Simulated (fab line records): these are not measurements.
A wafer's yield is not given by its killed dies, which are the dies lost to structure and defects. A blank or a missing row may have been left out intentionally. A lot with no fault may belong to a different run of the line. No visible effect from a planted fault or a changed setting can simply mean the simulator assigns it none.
fab line records    flow nand-harc
[record] lots = 15  wafers = 44  last-day = 32
route steps=1302 shown A_CONTACT@1084
lots untouched by any fault: they come from a run of this same line in which no faults occurred
start-h: the number of hours between the record's first day and the start of the first shown wafer of the lot    wait-h: hours since the lot's step before    " the same as in the row above    L1.1+2: a row that stands for several wafers    - no value, or no start was given    * or withheld: withheld    < > ~ a bound
route shown NAME@n: NAME is a module with steps in the file, n the number in the route of the first one    usual: average and standard deviation across the fault-free wafers    same: alike in all rows    chamber/n: place in a boat    sites: each site's reading    _std_site: standard deviation of those values    _edge_site: mean of outer sites minus mean of inner sites    radius-mm: how far each site lies from the wafer's centre    mask NAME#n: copy n    behind: tool/chamber where the wafer was last shaped    hold: why the lot went on hold/how many hours it stayed there/how the hold came to an end    device: transistor that didn't switch, given as n, p or np    end of line: tests of these same wafers at the route's end    where a step has no rows: the recipe by itself    killed: dies that structure and defects cost at the first sort, which is not the same as the wafer's yield    map: the dies of a wafer, with x for killed, . for not killed, _ for no die there
set.NAME: the setting that was run; set.NAME@STEP: the one run at that earlier step    model.NAME: the simulator's own value behind a step, which no gauge read
steps of the route over a sample of lots; a table a step, a row a wafer
services: when a tool's chamber went out of use (start-h, in hours from the record's first day, below 0 if earlier), for how many hours, and the reason
[[steps]]
[step NHARC_A_CONTACT_ETCH_30]
[recipe] target-depth-a = 726  time-s = 36.3  cf4-flow-sccm = 100  chf3-flow-sccm = 30  ar-flow-sccm = 0  rf-w = 500  bias-w = 200  chemistry = CF4/CHF3
[usual] bias-w = 199.9/0.58  drypump-motor-current-A = 5.8/0.44  oes-product-au = 0.933/0.018  rf-vpp-V = 369.3/2.3  showerhead-plenum-p-Torr = 1.54/0.056  throttle-valve-pct = 16.802/0.0085
lot.wafer  tool         chamber  start-h  wait-h  bias-w  drypump-motor-current-A  oes-product-au  rf-hours-counter-h  rf-vpp-V  showerhead-plenum-p-Torr  throttle-valve-pct
L696.2     rie-diel-12  3        532.16   -       200.7   5.7                      0.915           12                  371.3     1.60                      16.806
L696.4     "            2        "        "       199.6   6.4                      0.927           12                  367.9     1.48                      16.801
L696.6     "            0        "        "       199.4   5.2                      0.935           -                   366.8     1.49                      16.794
L694.1     rie-diel-03  3        534.02   -       200.1   6.0                      0.932           26                  370.9     1.57                      16.800
L694.6     "            3        "        "       200.6   6.0                      0.937           -                   370.7     1.57                      16.792
L694.5     "            0        "        "       200.4   6.4                      0.949           -                   366.8     1.47                      16.791
L699.2     rie-diel-12  3        574.84   -       199.6   5.7                      0.914           20                  372.9     1.60                      16.784
L699.1     "            2        "        "       199.3   6.3                      0.928           20                  366.5     1.48                      16.787
L699.5     "            2        "        "       200.5   6.3                      0.932           -                   366.7     1.48                      16.794
L700.3     rie-diel-12  2        580.97   -       198.9   6.3                      0.926           23                  366.4     1.48                      16.799
L700.2     "            3        "        "       199.8   5.7                      0.910           23                  373.6     1.60                      16.822
L700.5     "            3        "        "       200.6   5.7                      0.803           -                   372.0     1.60                      16.801
L701.2     rie-diel-12  2        587.14   -       199.6   6.3                      0.926           24                  367.7     1.48                      16.807
L701.4     "            3        "        "       200.0   5.7                      0.811           25                  371.5     1.60                      16.805
L703.2     rie-diel-12  3        602.42   -       200.4   5.7                      0.916           29                  370.3     1.59                      16.793
L703.4     "            0        "        "       199.7   5.2                      0.823           27                  367.1     1.48                      16.812
L703.6     "            0        "        "       199.8   5.2                      0.935           -                   366.8     1.48                      16.798
L708.1     rie-diel-12  0        655.10   -       200.9   5.2                      0.932           6                   367.2     1.48                      16.792
L708.6     "            3        "        "       201.1   5.7                      0.916           -                   370.7     1.59                      16.811
L708.5     "            0        "        "       200.4   5.2                      0.933           -                   366.0     1.48                      16.811
L709.4     rie-diel-03  3        656.06   -       199.5   6.0                      0.909           4                   369.5     1.56                      16.789
L709.3     "            0        "        "       199.9   6.4                      0.924           4                   373.8     1.70                      16.801
L709.5     "            2        "        "       199.3   6.2                      0.927           -                   368.9     1.53                      16.798
L707.2     rie-diel-12  0        659.95   -       200.6   5.1                      0.935           6                   367.8     1.48                      16.800
L707.4     "            2        "        "       200.6   6.4                      0.916           5                   366.6     1.48                      16.802
L707.3     "            3        "        "       199.9   5.7                      0.915           6                   370.4     1.59                      16.787
L710.4     rie-diel-13  3        661.80   -       200.5   6.3                      0.913           42                  371.4     1.58                      16.809
L710.2     "            1        "        "       200.2   5.4                      0.912           45                  373.1     1.65                      16.799
L710.3     "            2        "        "       199.6   5.7                      0.923           42                  369.7     1.53                      16.799
L712.3     rie-diel-03  1        693.17   -       200.0   5.1                      0.935           21                  369.7     1.53                      16.799
L712.1     "            2        "        "       200.0   6.2                      0.938           21                  369.9     1.53                      16.805
L712.6     "            1        "        "       200.2   5.1                      0.942           -                   369.6     1.53                      16.813
L711.4     rie-diel-12  0        694.44   -       199.6   5.2                      0.925           12                  365.3     1.48                      16.797
L711.2     "            1        "        "       199.8   5.8                      0.926           12                  368.9     1.51                      16.809
L711.6     "            0        "        "       200.0   5.2                      0.926           -                   366.8     1.48                      16.799
L713.1     rie-diel-12  1        699.21   -       199.8   5.8                      0.935           13                  367.9     1.51                      16.827
L713.4     "            3        "        "       199.5   5.7                      0.924           13                  371.8     1.59                      16.822
L713.2     "            0        "        "       200.4   5.2                      0.936           14                  367.7     1.48                      16.802
L714.1     rie-diel-03  1        713.39   -       200.5   5.1                      0.930           28                  369.5     1.53                      16.790
L714.2     "            0        "        "       199.9   6.4                      0.921           12                  377.1     1.70                      16.800
L714.6     "            2        "        "       199.7   6.2                      0.926           -                   368.6     1.53                      16.809
L715.3     rie-diel-12  0        717.83   -       200.1   5.2                      0.938           16                  367.0     1.48                      16.809
L715.6     "            3        "        "       199.8   5.7                      0.921           -                   370.4     1.59                      16.812
L715.4     "            1        "        "       199.6   5.8                      0.936           -                   365.9     1.51                      16.804
[step NHARC_A_CONTACT_ETCH_31]
[recipe] target-depth-a = 28000  over-etch-frac = 0.3  time-s = 728  ion-energy-ev = 150  o2-flow-sccm = 400  cos-flow-sccm = 20  ar-flow-sccm = 0  rf-w = 500  bias-w = 300  chemistry = O2/COS
[usual] bias-w = 299.9/0.84  drypump-motor-current-A = 5.8/0.44  oes-product-au = 1.000/0.011  rf-vpp-V = 313.0/1.9  showerhead-plenum-p-Torr = 3.05/0.11  throttle-valve-pct = 28.329/0.0085
lot.wafer  tool         chamber  start-h  wait-h  bias-w  drypump-motor-current-A  oes-product-au  rf-hours-counter-h  rf-vpp-V  showerhead-plenum-p-Torr  throttle-valve-pct
L696.2     rie-diel-12  2        -        -       299.8   6.4                      1.010           12                  310.2     2.94                      28.328
L696.4     "            3        "        "       300.3   5.7                      0.980           12                  314.8     3.17                      28.329
L696.6     "            2        "        "       299.9   6.4                      0.994           -                   311.7     2.94                      28.340
L694.1     rie-diel-03  3        -        -       299.7   6.0                      1.012           26                  312.7     3.11                      28.332
L694.6     "            1        "        "       300.6   5.1                      0.997           -                   314.0     3.07                      28.342
L694.5     "            2        "        "       299.7   6.2                      1.025           -                   314.1     3.06                      28.327
L699.1     rie-diel-12  0        -        -       300.7   5.2                      1.002           19                  310.2     2.94                      28.339
L699.2     "            2        "        "       299.4   6.3                      1.009           20                  310.5     2.94                      28.313
L699.5     "            0        "        "       301.7   5.2                      1.008           -                   311.6     2.94                      28.329
L700.2     rie-diel-12  1        -        -       300.9   5.8                      1.008           17                  312.9     3.00                      28.339
L700.3     "            2        "        "       300.5   6.4                      1.003           23                  311.9     2.94                      28.353
L700.5     "            0        "        "       299.9   5.2                      1.009           -                   311.6     2.94                      28.323
L701.2     rie-diel-12  3        -        -       299.6   5.7                      0.990           25                  314.4     3.17                      28.315
L701.4     "            0        "        "       298.8   5.2                      1.004           24                  310.4     2.94                      28.321
L703.2     rie-diel-12  2        -        -       300.7   6.4                      1.000           29                  310.8     2.94                      28.329
L703.4     "            3        "        "       299.3   5.7                      0.982           29                  315.6     3.16                      28.336
L703.6     "            1        "        "       300.2   5.8                      0.992           -                   312.4     3.00                      28.330
L708.1     rie-diel-12  1        -        -       299.7   5.8                      1.000           6                   313.3     2.99                      28.323
L708.5     "            3        "        "       300.4   5.7                      0.988           -                   314.5     3.16                      28.328
L708.6     "            0        "        "       299.5   5.2                      1.023           -                   310.6     2.94                      28.324
L709.3     rie-diel-03  2        -        -       300.5   6.2                      1.010           3                   312.3     3.04                      28.318
L709.4     "            0        "        "       301.2   6.4                      1.002           4                   316.9     3.37                      28.333
L709.5     "            2        "        "       300.4   6.3                      1.000           -                   312.6     3.04                      28.321
L707.3     rie-diel-12  2        -        -       300.3   6.3                      0.991           5                   312.0     2.93                      28.332
L707.2     "            0        "        "       299.5   5.2                      1.015           7                   310.9     2.93                      28.323
L707.4     "            1        "        "       301.2   5.8                      1.014           7                   312.0     2.99                      28.327
L710.4     rie-diel-13  1        -        -       299.1   5.4                      0.998           45                  314.7     3.27                      28.311
L710.2     "            2        "        "       299.7   5.7                      0.994           42                  313.6     3.04                      28.328
L710.3     "            3        "        "       300.9   6.3                      0.983           42                  314.4     3.13                      28.330
L712.1     rie-diel-03  1        -        -       300.4   5.1                      1.006           21                  312.4     3.04                      28.330
L712.3     "            2        "        "       300.4   6.2                      1.006           21                  313.0     3.03                      28.332
L712.6     "            3        "        "       300.3   6.0                      0.993           -                   313.5     3.09                      28.326
L711.2     rie-diel-12  2        -        -       301.1   6.4                      0.993           10                  312.8     2.93                      28.335
L711.4     "            1        "        "       301.5   5.8                      1.001           12                  312.9     2.99                      28.317
L711.6     "            3        "        "       299.4   5.7                      0.999           -                   316.0     3.16                      28.330
L713.2     rie-diel-12  1        -        -       299.9   5.9                      0.999           13                  313.5     2.99                      28.334
L713.1     "            3        "        "       300.1   5.7                      0.994           13                  315.4     3.16                      28.325
L713.4     "            0        "        "       299.8   5.2                      1.006           14                  311.5     2.93                      28.323
L714.1     rie-diel-03  3        -        -       299.9   6.0                      0.996           31                  313.5     3.08                      28.322
L714.2     "            1        "        "       301.1   5.1                      1.009           28                  312.3     3.04                      28.339
L714.6     "            3        "        "       298.8   6.0                      0.997           -                   312.0     3.08                      28.320
L715.3     rie-diel-12  3        -        -       300.6   5.7                      0.993           16                  313.6     3.15                      28.326
L715.6     "            0        "        "       300.9   5.2                      1.012           -                   309.7     2.93                      28.332
L715.4     "            1        "        "       301.4   5.8                      1.003           -                   313.7     2.99                      28.320
[step NHARC_A_CONTACT_ETCH_134]
[recipe] source-w = withheld  pressure-mtorr = 20  bias-v = withheld  time-s = 140  target-depth-a = 7000  ar-flow-sccm = withheld  c4f8-flow-sccm = withheld  o2-flow-sccm = withheld  chemistry = C4F8/O2/Ar
lot.wafer  tool             chamber  start-h  wait-h  rf-hours-counter-h
L696.2     har-cap-etch-01  1        532.77   -       4
L696.4     "                0        "        "       -
L696.6     "                0        "        "       -
L694.1     har-cap-etch-03  0        534.62   -       46
L694.5     "                0        "        "       -
L694.6     "                1        "        "       -
L699.1     har-cap-etch-02  1        575.54   -       97
L699.2     "                0        "        "       97
L699.5     "                0        "        "       -
L700.2     har-cap-etch-02  0        581.61   -       99
L700.3     "                1        "        "       -
L700.5     "                0        "        "       -
L701.2     har-cap-etch-01  1        587.74   -       14
L701.4     "                1        "        "       -
L703.2     har-cap-etch-03  0        603.02   -       58
L703.4     "                0        "        "       -
L703.6     "                1        "        "       -
L708.1     har-cap-etch-02  1        655.85   -       111
L708.6     "                0        "        "       -
L708.5     "                1        "        "       -
L709.4     har-cap-etch-03  0        656.74   -       -
L709.3     "                1        "        "       -
L709.5     "                1        "        "       -
L707.2     har-cap-etch-01  0        660.59   -       28
L707.3     "                1        "        "       -
L707.4     "                0        "        "       -
L710.2     har-cap-etch-02  1        662.44   -       113
L710.3     "                0        "        "       -
L710.4     "                1        "        "       -
L712.1     har-cap-etch-03  1        693.92   -       74
L712.3     "                0        "        "       -
L712.6     "                0        "        "       -
L711.2     har-cap-etch-02  1        695.03   -       118
L711.4     "                1        "        "       -
L711.6     "                0        "        "       -
L713.1     har-cap-etch-02  0        699.81   -       119
L713.2     "                1        "        "       119
L713.4     "                1        "        "       -
L714.1     har-cap-etch-03  0        714.09   -       77
L714.2     "                1        "        "       77
L714.6     "                1        "        "       -
L715.3     har-cap-etch-01  1        718.63   -       -
L715.4     "                0        "        "       -
L715.6     "                1        "        "       -
[step NHARC_A_CONTACT_CD_MEAS_15]
[usual] cd-nm = 189.9/0.58
lot.wafer  tool       chamber  start-h  wait-h  cd-nm
L696.2     cd-sem-03  -        534.84   -       190.0
L696.4     "          -        "        "       190.0
L696.6     "          -        "        "       189.4
L694.1     cd-sem-03  -        536.69   -       190.3
L694.5     "          -        "        "       190.0
L694.6     "          -        "        "       189.8
L699.1     cd-sem-02  -        577.78   -       188.6
L699.2     "          -        "        "       188.4
L699.5     "          -        "        "       188.6
L700.2     cd-sem-03  -        583.64   -       188.9
L700.3     "          -        "        "       190.3
L700.5     "          -        "        "       189.7
L701.2     cd-sem-03  -        589.82   -       189.2
L701.4     "          -        "        "       189.2
L703.2     cd-sem-01  -        605.10   -       190.6
L703.4     "          -        "        "       189.9
L703.6     "          -        "        "       189.5
L709.3     cd-sem-03  -        658.73   -       189.8
L709.4     "          -        "        "       189.9
L709.5     "          -        "        "       189.8
L708.1     cd-sem-03  -        661.07   -       190.6
L708.5     "          -        "        "       190.5
L708.6     "          -        "        "       189.6
L707.2     cd-sem-02  -        662.62   -       190.0
L707.3     "          -        "        "       189.6
L707.4     "          -        "        "       189.1
L710.2     cd-sem-03  -        664.46   -       190.5
L710.3     "          -        "        "       189.8
L710.4     "          -        "        "       190.1
L712.1     cd-sem-01  -        695.95   -       189.1
L712.3     "          -        "        "       189.1
L712.6     "          -        "        "       190.0
L711.2     cd-sem-01  -        697.10   -       190.1
L711.4     "          -        "        "       190.6
L711.6     "          -        "        "       190.4
L713.1     cd-sem-03  -        701.87   -       190.2
L713.2     "          -        "        "       191.2
L713.4     "          -        "        "       190.8
L714.1     cd-sem-01  -        716.15   -       189.7
L714.2     "          -        "        "       189.8
L714.6     "          -        "        "       190.1
L715.3     cd-sem-02  -        721.37   -       188.3
L715.4     "          -        "        "       188.7
L715.6     "          -        "        "       188.8
[[services]]
tool         chamber  start-h  hours  kind
rie-diel-13  -        519.01   9.0    pm
rie-diel-12  0        527.96   -      clean
rie-diel-12  1        527.96   -      clean
rie-diel-12  2        527.96   -      clean
rie-diel-12  3        527.96   -      clean
rie-diel-03  3        543.77   2.2    repair
rie-diel-03  3        547.88   7.5    repair
rie-diel-12  0        552.46   -      clean
rie-diel-12  1        552.46   -      clean
rie-diel-12  2        552.46   -      clean
rie-diel-12  3        552.46   -      clean
rie-diel-03  2        570.41   4.8    repair
rie-diel-12  0        576.96   -      clean
rie-diel-12  1        576.96   -      clean
rie-diel-12  2        576.96   -      clean
rie-diel-12  3        576.96   -      clean
rie-diel-12  0        601.87   -      clean
rie-diel-12  1        601.87   -      clean
rie-diel-12  2        601.87   -      clean
rie-diel-12  -        622.40   9.0    pm
rie-diel-03  -        635.53   9.0    pm
rie-diel-03  0        663.50   44.1   repair
rie-diel-13  -        696.01   9.0    pm
rie-diel-12  2        715.95   3.5    repair
[[key]]
[first-sign] step = NHARC_A_CONTACT_ETCH_30  reading = oes-product-au  direction = down  sigmas = 6.7  usual = 0.933  struck = 0.812
effect none on later readings
met-at NHARC_A_CONTACT_ETCH_30
struck-lots L700,L701,L703
struck-wafers L700.5,L701.4,L703.4
sort-left-out L700.5,L701.4,L703.4
tester-left-out L700,L701,L703
not-acting-at NHARC_A_CONTACT_ETCH_31,NHARC_A_CONTACT_ETCH_134,NHARC_A_CONTACT_CD_MEAS_15
onset-between 574.84 580.97
[fault] kind = process-parameter-drift  tool = rie-diel-12  chamber = -  onset-h = 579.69  steps = NHARC_A_CONTACT_ETCH_30  channel = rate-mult  offset = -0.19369  shape = step  end-h = 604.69  scope = struck-wafers-only
// tester-left-out: of these lots the tester's yield and bins aren't shown, on N5 and GAA mostly nor the transistor test; their killed dies are dies lost to structure and defects alone, not to doping, threshold or leakage, so they don't give the yield
// sort-left-out: the simulated sort isn't trusted on such a fault, so these wafers' sort isn't shown, and their yield isn't known
